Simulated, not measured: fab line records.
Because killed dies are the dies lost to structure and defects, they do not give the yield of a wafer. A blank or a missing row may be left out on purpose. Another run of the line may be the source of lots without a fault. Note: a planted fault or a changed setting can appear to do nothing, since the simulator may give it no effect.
fab line records	flow n5_finfet	part 1 of 2: steps 1 to 3 of 6
record lots=23	wafers=69	last_day=19
route steps=1938 shown BEOL_M0_SAQP@698 BEOL_M0_CUTY@713 BEOL_M0@715
lots with no fault: from the same line, run without faults
start_h: the number of hours between the record's first day and the start of the first shown wafer of the lot	wait_h: hours elapsed since this lot's preceding step	" identical to the entry in the row above	L1.1+2: a single row standing in for several wafers	- no value, or no start given	* or withheld: withheld	< > ~ a bound
route shown NAME@n: a module of which the file shows steps, and the number in the route of the first	usual: mean/standard deviation taken from wafers without a fault	same: alike in all rows	chamber/n: place in a boat	sites: the reading at each site	_std_site: how widely they spread, as a standard deviation	_edge_site: inner sites' mean taken away from outer sites' mean	radius_mm: how far each site lies from the wafer's centre	mask NAME#n: copy n	behind: the most recent tool/chamber to have shaped the wafer	hold: cause of the lot's hold/its duration in hours/its outcome	device: transistor that didn't switch, given as n, p or np	end of line: the tests these same wafers got at the end of their route	where a step has no rows: the recipe by itself	killed: at the first sort, the dies lost to defects and structure; wafer yield is something else	map: dies across one wafer; x = killed, . = not, _ = none there
set.NAME: the setting as run; set.NAME@STEP: as run at that earlier step	model.NAME: the simulator's own value behind a step, which no gauge read
route steps across a sampled set of lots; one table per step, one row per wafer
services: when a tool's chamber went out of use (start_h, in hours from the record's first day, below 0 if earlier), for how many hours, and the reason
## steps
# step N5_BEOL_M0_SAQP_ALD_48
# recipe material=SiO2	target_thk_a=200	temp_c=100	ald_precursor_family=BDEAS	ald_co_reactant=O2-plasma	pulse_time_s=1	co_reactant_pulse_time_s=1	purge_time_s=2	co_reactant_purge_time_s=2	ald_cycles=139	pressure_torr=2
# usual heater_power_w=78/6.7	precursor_pulse_height_rel=1.000/0.019
lot.wafer	tool	chamber	start_h	wait_h	heater_power_w	precursor_pulse_height_rel
L074.1	ald_sin-04	0	115.73	0.0	85	0.978
L074.4	"	2	"	"	81	1.003
L074.6	"	3	"	"	84	0.980
L075.2	ald_sin-02	2	119.62	0.4	93	1.030
L075.4	"	1	"	"	79	0.992
L075.5	"	0	"	"	70	1.041
L077.1	ald_sin-04	1	127.38	0.0	80	1.025
L077.2	"	3	"	"	81	1.028
L077.4	"	0	"	"	89	0.984
L078.1	ald_sin-01	3	140.33	0.9	75	1.011
L078.2	"	1	"	"	84	1.033
L078.4	"	0	"	"	73	0.982
L080.2	ald_sin-04	3	148.18	0.1	82	0.976
L080.3	"	0	"	"	88	0.998
L080.4	"	2	"	"	78	0.986
L081.3	ald_sin-02	1	154.62	0.0	79	1.039
L081.4	"	0	"	"	71	0.979
L081.6	"	2	"	"	96	0.984
L082.3	ald_sin-01	1	161.71	0.0	82	0.988
L082.4	"	3	"	"	74	1.021
L082.6	"	1	"	"	81	1.029
L083.2	ald_sin-04	0	166.86	0.0	84	0.994
L083.5	"	3	"	"	81	1.012
L083.6	"	0	"	"	83	0.998
L084.1	ald_sin-02	2	174.75	0.0	92	0.965
L084.3	"	3	"	"	72	0.966
L084.5	"	3	"	"	70	1.023
L085.2	ald_sin-04	3	180.54	0.0	83	0.991
L085.4	"	2	"	"	77	0.996
L085.6	"	1	"	"	81	0.995
L086.1	ald_sin-02	0	183.76	0.8	72	0.976
L086.2	"	1	"	"	78	0.990
L086.3	"	3	"	"	71	0.988
L087.1	ald_sin-04	1	188.66	0.0	81	0.999
L087.2	"	3	"	"	84	1.027
L087.5	"	2	"	"	77	1.000
L088.1	ald_sin-01	3	193.31	0.0	75	1.015
L088.4	"	0	"	"	74	0.985
L088.5	"	0	"	"	77	1.010
L089.1	ald_sin-04	1	198.54	0.3	82	0.996
L089.4	"	0	"	"	88	1.021
L089.6	"	2	"	"	78	1.023
L090.1	ald_sin-01	0	208.35	0.0	75	0.995
L090.5	"	2	"	"	66	1.012
L090.6	"	3	"	"	76	0.977
L091.1	ald_sin-01	1	212.53	0.0	80	0.995
L091.2	"	0	"	"	76	0.964
L091.4	"	2	"	"	67	1.003
L092.2	ald_sin-04	1	220.04	0.0	80	0.971
L092.4	"	3	"	"	81	0.982
L092.5	"	1	"	"	79	0.979
L093.2	ald_sin-01	0	229.31	0.0	75	0.975
L093.4	"	1	"	"	83	1.010
L093.6	"	2	"	"	67	1.015
L076.2	ald_sin-01	0	232.46	0.0	77	1.006
L076.3	"	1	"	"	81	0.978
L076.5	"	1	"	"	81	0.993
L094.4	ald_sin-01	1	236.55	0.0	85	0.981
L094.5	"	2	"	"	67	0.993
L094.6	"	3	"	"	75	1.021
L095.1	ald_sin-04	2	245.72	0.0	78	1.028
L095.3	"	3	"	"	82	1.019
L095.6	"	0	"	"	87	0.987
L097.1	ald_sin-04	2	249.63	0.0	78	1.031
L097.3	"	0	"	"	88	0.993
L097.6	"	0	"	"	86	1.000
L096.1	ald_sin-01	2	254.02	0.0	67	1.001
L096.3	"	3	"	"	78	1.027
L096.4	"	1	"	"	83	1.013
# step N5_BEOL_M0_CUTY_ETCH_63
# recipe chemistry=N2/H2	target=SOC	target_depth_a=827	overetch_a=165	mask_material=SiARC	temp_c=40	ion_energy_ev=200	time_s=124	pressure_mtorr=30	source_w=840	bias_w=150	n2_flow_sccm=200	h2_flow_sccm=200
# usual drypump_motor_current_A=5.6/0.35	oes_product_au=0.63/0.048	rf_vpp_V=524.7/1.9	showerhead_plenum_p_Torr=2.57/0.07	throttle_valve_pct=17.9/0.3
lot.wafer	tool	chamber	start_h	wait_h	drypump_motor_current_A	oes_product_au	rf_hours_counter_h	rf_vpp_V	showerhead_plenum_p_Torr	throttle_valve_pct
L074.1	rie_diel-03	2	117.16	0.0	6.3	0.61	181	523.5	2.51	17.7
L074.4	"	1	"	"	5.8	0.65	95	524.7	2.55	17.6
L074.6	"	3	"	"	5.1	0.62	-	524.9	2.56	17.9
L075.2	rie_diel-03	1	120.68	0.0	5.8	0.66	97	524.0	2.55	17.6
L075.4	"	2	"	"	6.3	0.60	182	522.5	2.51	17.7
L075.5	"	3	"	"	5.2	0.62	-	524.6	2.56	17.9
L077.1	rie_diel-03	3	128.57	0.0	5.2	0.62	144	525.3	2.56	17.9
L077.2	"	2	"	"	6.3	0.60	185	523.8	2.51	17.7
L077.4	"	0	"	"	5.3	0.57	231	525.0	2.59	18.0
L078.1	rie_diel-06	1	141.55	0.0	5.6	0.60	215	524.9	2.61	18.2
L078.2	"	0	"	"	5.9	0.69	62	522.5	2.47	17.5
L078.4	"	3	"	"	5.1	0.60	166	527.5	2.65	18.4
L080.2	rie_diel-06	1	149.47	0.0	5.7	0.59	218	526.6	2.61	18.2
L080.3	"	3	"	"	5.1	0.59	170	526.9	2.65	18.4
L080.4	"	3	"	"	5.1	0.59	-	527.2	2.65	18.4
L081.3	rie_diel-01	3	155.86	0.0	5.5	0.73	32	522.5	2.50	17.5
L081.4	"	1	"	"	5.5	0.63	168	527.0	2.65	18.0
L081.6	"	0	"	"	5.7	0.71	-	528.1	2.71	17.5
L082.3	rie_diel-06	0	163.04	0.0	5.9	0.69	70	521.9	2.46	17.5
L082.4	"	2	"	"	5.5	0.68	74	525.1	2.57	17.8
L082.6	"	0	"	"	5.9	0.69	-	521.6	2.46	17.5
L083.2	rie_diel-06	0	167.93	0.0	5.9	0.68	71	522.9	2.46	17.5
L083.5	"	0	"	"	5.9	0.68	-	520.6	2.46	17.5
L083.6	"	3	"	"	5.1	0.58	-	526.1	2.65	18.4
L084.1	rie_diel-06	2	175.94	0.0	5.5	0.67	78	525.2	2.57	17.8
L084.3	"	3	"	"	5.1	0.59	179	526.3	2.65	18.4
L084.5	"	0	"	"	5.9	0.68	-	521.9	2.46	17.5
L085.2	rie_diel-03	0	182.11	0.0	5.3	0.57	247	525.6	2.58	18.0
L085.4	"	1	"	"	5.8	0.64	118	524.4	2.54	17.6
L085.6	"	0	"	"	5.3	0.56	-	526.3	2.58	18.0
L086.1	rie_diel-03	2	184.95	0.0	6.3	0.59	206	524.5	2.50	17.7
L086.2	"	3	"	"	5.2	0.60	164	523.6	2.55	17.9
L086.3	"	0	"	"	5.3	0.56	248	527.0	2.58	18.0
L087.1	rie_diel-01	3	189.93	0.0	5.5	0.72	43	521.7	2.49	17.6
L087.2	"	2	"	"	5.7	0.56	234	524.6	2.62	18.4
L087.5	"	0	"	"	5.7	0.69	-	526.3	2.71	17.6
L088.1	rie_diel-03	1	194.50	0.0	5.8	0.63	123	522.9	2.54	17.6
L088.4	"	3	"	"	5.2	0.60	-	522.5	2.55	17.9
L088.5	"	1	"	"	5.8	0.63	-	524.4	2.54	17.6
L089.1	rie_diel-03	1	199.73	0.0	5.8	0.64	125	523.4	2.54	17.6
L089.4	"	2	"	"	6.3	0.59	-	523.5	2.50	17.8
L089.6	"	1	"	"	5.8	0.63	-	522.6	2.54	17.6
L090.1	rie_diel-01	3	209.80	0.0	5.5	0.70	51	521.2	2.49	17.6
L090.5	"	0	"	"	5.7	0.68	-	527.3	2.70	17.6
L090.6	"	3	"	"	5.5	0.71	-	523.2	2.49	17.6
L091.1	rie_diel-06	2	213.72	0.0	5.5	0.67	90	524.7	2.57	17.8
L091.2	"	1	"	"	5.6	0.57	239	525.5	2.60	18.2
L091.4	"	0	"	"	5.9	0.66	86	522.3	2.46	17.5
L092.2	rie_diel-03	0	221.12	0.0	5.3	0.75	6	525.5	2.57	17.6
L092.4	"	3	"	"	5.2	0.60	178	523.6	2.54	18.0
L092.5	"	3	"	"	5.1	0.59	-	523.7	2.54	18.0
L093.2	rie_diel-01	1	230.38	0.0	5.5	0.61	194	527.1	2.64	18.1
L093.4	"	0	"	"	5.7	0.68	76	527.0	2.70	17.6
L093.6	"	2	"	"	5.7	0.56	-	524.9	2.62	18.4
L076.2	rie_diel-01	3	233.68	0.0	5.5	0.70	60	522.2	2.48	17.6
L076.3	"	1	"	"	5.5	0.61	195	526.6	2.64	18.0
L076.5	"	1	"	"	5.5	0.61	-	525.7	2.64	18.1
L094.4	rie_diel-03	2	237.76	0.0	6.3	0.58	226	524.2	2.50	17.8
L094.5	"	3	"	"	5.2	0.60	-	523.2	2.54	18.0
L094.6	"	2	"	"	6.3	0.58	-	523.3	2.50	17.8
L095.1	rie_diel-06	3	247.21	0.0	5.1	0.58	199	526.9	2.64	18.4
L095.3	"	1	"	"	5.6	0.58	245	524.7	2.59	18.2
L095.6	"	0	"	"	5.9	0.66	-	521.3	2.45	17.5
L097.1	rie_diel-06	0	250.69	0.0	5.9	0.66	94	521.2	2.45	17.5
L097.3	"	2	"	"	5.5	0.66	98	523.2	2.56	17.8
L097.6	"	3	"	"	5.1	0.58	-	526.7	2.64	18.4
L096.1	rie_diel-01	0	255.20	0.0	5.7	0.66	89	525.7	2.70	17.6
L096.3	"	3	"	"	5.5	0.69	72	521.4	2.48	17.6
L096.4	"	1	"	"	5.5	0.61	-	528.1	2.64	18.1
# step N5_BEOL_M0_ETCH_138
# recipe chemistry=CH3F/O2	target_depth_a=120	target=SiCN	time_s=31.6	ion_energy_ev=120	pressure_mtorr=30	source_w=395	bias_w=75	Ar_flow_sccm=150	CH3F_flow_sccm=30	O2_flow_sccm=20	ends=cleared
# usual drypump_motor_current_A=5.6/0.35	etch_rf_on_time_s=29.3/0.86	oes_product_au=0.65/0.054	rf_vpp_V=297.7/1.3	showerhead_plenum_p_Torr=2.02/0.054	throttle_valve_pct=16.4/0.3
lot.wafer	tool	chamber	start_h	wait_h	drypump_motor_current_A	etch_rf_on_time_s	oes_product_au	rf_hours_counter_h	rf_vpp_V	showerhead_plenum_p_Torr	throttle_valve_pct
L074.1	rie_diel-03	2	117.28	0.0	6.3	28.6	0.62	181	297.2	1.99	16.4
L074.4	"	1	"	"	5.8	30.5	0.68	95	297.9	2.02	16.2
L074.6	"	3	"	"	5.1	28.3	0.64	-	297.5	2.01	16.3
L075.2	rie_diel-03	1	120.81	0.0	5.8	28.1	0.68	97	299.2	2.02	16.2
L075.4	"	2	"	"	6.2	30.4	0.62	182	296.1	1.99	16.4
L075.5	"	3	"	"	5.1	29.2	0.64	-	298.7	2.01	16.3
L077.1	rie_diel-03	3	128.70	0.0	5.1	29.0	0.65	144	295.2	2.01	16.3
L077.2	"	2	"	"	6.3	29.8	0.62	185	297.4	1.98	16.4
L077.4	"	0	"	"	5.3	30.1	0.59	231	299.3	2.07	16.9
L078.1	rie_diel-06	1	141.67	0.0	5.6	30.0	0.61	215	298.3	2.05	16.7
L078.2	"	0	"	"	5.9	29.5	0.71	62	296.6	1.93	16.0
L078.4	"	3	"	"	5.1	30.4	0.61	166	299.4	2.10	16.8
L080.2	rie_diel-06	1	149.59	0.0	5.6	29.8	0.61	218	298.6	2.05	16.7
L080.3	"	3	"	"	5.1	30.7	0.61	170	299.2	2.09	16.8
L080.4	"	3	"	"	5.1	31.0	0.61	-	297.5	2.09	16.8
L081.3	rie_diel-01	3	155.98	0.0	5.5	30.4	0.76	32	298.6	1.97	16.0
L081.4	"	1	"	"	5.5	28.7	0.66	168	297.5	2.07	16.5
L081.6	"	0	"	"	5.7	28.8	0.74	-	299.7	2.11	15.9
L082.3	rie_diel-06	0	163.16	0.0	5.9	28.0	0.72	70	296.6	1.93	16.0
L082.4	"	2	"	"	5.5	28.6	0.71	74	298.5	2.02	16.3
L082.6	"	0	"	"	5.9	29.0	0.72	-	295.0	1.93	16.0
L083.2	rie_diel-06	0	168.05	0.0	5.9	28.6	0.72	71	295.4	1.93	16.0
L083.5	"	0	"	"	5.9	29.5	0.72	-	295.6	1.93	16.0
L083.6	"	3	"	"	5.1	28.4	0.61	-	299.2	2.09	16.8
L084.1	rie_diel-06	2	176.06	0.0	5.5	27.3	0.71	78	297.2	2.02	16.3
L084.3	"	3	"	"	5.1	29.8	0.61	179	299.5	2.09	16.8
L084.5	"	0	"	"	5.9	29.3	0.71	-	295.6	1.93	16.0
L085.2	rie_diel-03	0	182.23	0.0	5.3	28.5	0.58	247	298.2	2.07	16.9
L085.4	"	1	"	"	5.8	29.7	0.66	118	298.3	2.01	16.2
L085.6	"	0	"	"	5.3	28.8	0.58	-	298.1	2.07	16.9
L086.1	rie_diel-03	2	185.07	0.0	6.3	30.5	0.60	206	295.9	1.98	16.4
L086.2	"	3	"	"	5.1	30.0	0.62	164	297.0	2.00	16.4
L086.3	"	0	"	"	5.3	29.9	0.57	248	299.5	2.07	16.9
L087.1	rie_diel-01	3	190.06	0.0	5.5	29.3	0.74	43	297.7	1.96	16.0
L087.2	"	2	"	"	5.7	29.6	0.58	235	299.1	2.06	16.7
L087.5	"	0	"	"	5.7	27.9	0.72	-	300.4	2.10	15.9
L088.1	rie_diel-03	1	194.62	0.0	5.7	27.9	0.66	123	297.1	2.01	16.2
L088.4	"	3	"	"	5.1	29.5	0.62	-	295.9	2.00	16.4
L088.5	"	1	"	"	5.8	29.1	0.65	-	298.2	2.01	16.2
L089.1	rie_diel-03	1	199.86	0.0	5.8	28.0	0.66	125	297.3	2.01	16.2
L089.4	"	2	"	"	6.3	30.3	0.60	-	296.7	1.98	16.4
L089.6	"	1	"	"	5.8	29.3	0.66	-	297.5	2.01	16.2
L090.1	rie_diel-01	3	209.92	0.0	5.5	30.0	0.74	51	296.1	1.96	16.0
L090.5	"	0	"	"	5.7	29.9	0.72	-	300.2	2.10	15.9
L090.6	"	3	"	"	5.5	29.2	0.75	-	295.8	1.96	16.0
L091.1	rie_diel-06	2	213.84	0.0	5.5	28.5	0.69	90	297.7	2.01	16.3
L091.2	"	1	"	"	5.7	29.9	0.60	239	299.6	2.04	16.7
L091.4	"	0	"	"	5.9	29.9	0.70	86	295.8	1.93	16.0
L092.2	rie_diel-03	0	221.25	0.0	5.3	28.8	0.79	6	298.1	2.07	16.4
L092.4	"	3	"	"	5.1	30.1	0.61	178	298.2	1.99	16.4
L092.5	"	3	"	"	5.1	30.0	0.62	-	297.0	1.99	16.4
L093.2	rie_diel-01	1	230.50	0.0	5.5	28.6	0.64	194	297.5	2.07	16.5
L093.4	"	0	"	"	5.7	28.7	0.71	76	298.8	2.10	15.9
L093.6	"	2	"	"	5.7	30.6	0.57	-	296.8	2.05	16.7
L076.2	rie_diel-01	3	233.80	0.0	5.5	29.9	0.72	60	296.4	1.96	16.0
L076.3	"	1	"	"	5.5	28.7	0.64	195	298.3	2.07	16.5
L076.5	"	1	"	"	5.5	29.3	0.63	-	297.8	2.07	16.5
L094.4	rie_diel-03	2	237.88	0.0	6.3	31.0	0.59	226	297.1	1.97	16.5
L094.5	"	3	"	"	5.1	29.2	0.61	-	296.9	1.99	16.4
L094.6	"	2	"	"	6.3	30.6	0.60	-	297.9	1.97	16.5
L095.1	rie_diel-06	3	247.33	0.0	5.1	29.6	0.59	199	298.3	2.08	16.8
L095.3	"	1	"	"	5.6	29.7	0.59	245	297.7	2.04	16.7
L095.6	"	0	"	"	5.9	29.2	0.70	-	295.9	1.92	16.1
L097.1	rie_diel-06	0	250.82	0.0	5.9	27.9	0.70	94	296.8	1.92	16.1
L097.3	"	2	"	"	5.5	28.7	0.68	98	297.2	2.01	16.3
L097.6	"	3	"	"	5.1	30.3	0.59	-	300.4	2.08	16.8
L096.1	rie_diel-01	0	255.33	0.0	5.7	27.9	0.70	89	299.1	2.09	15.9
L096.3	"	3	"	"	5.5	28.4	0.71	72	296.6	1.95	16.0
L096.4	"	1	"	"	5.5	28.5	0.62	-	297.7	2.06	16.5
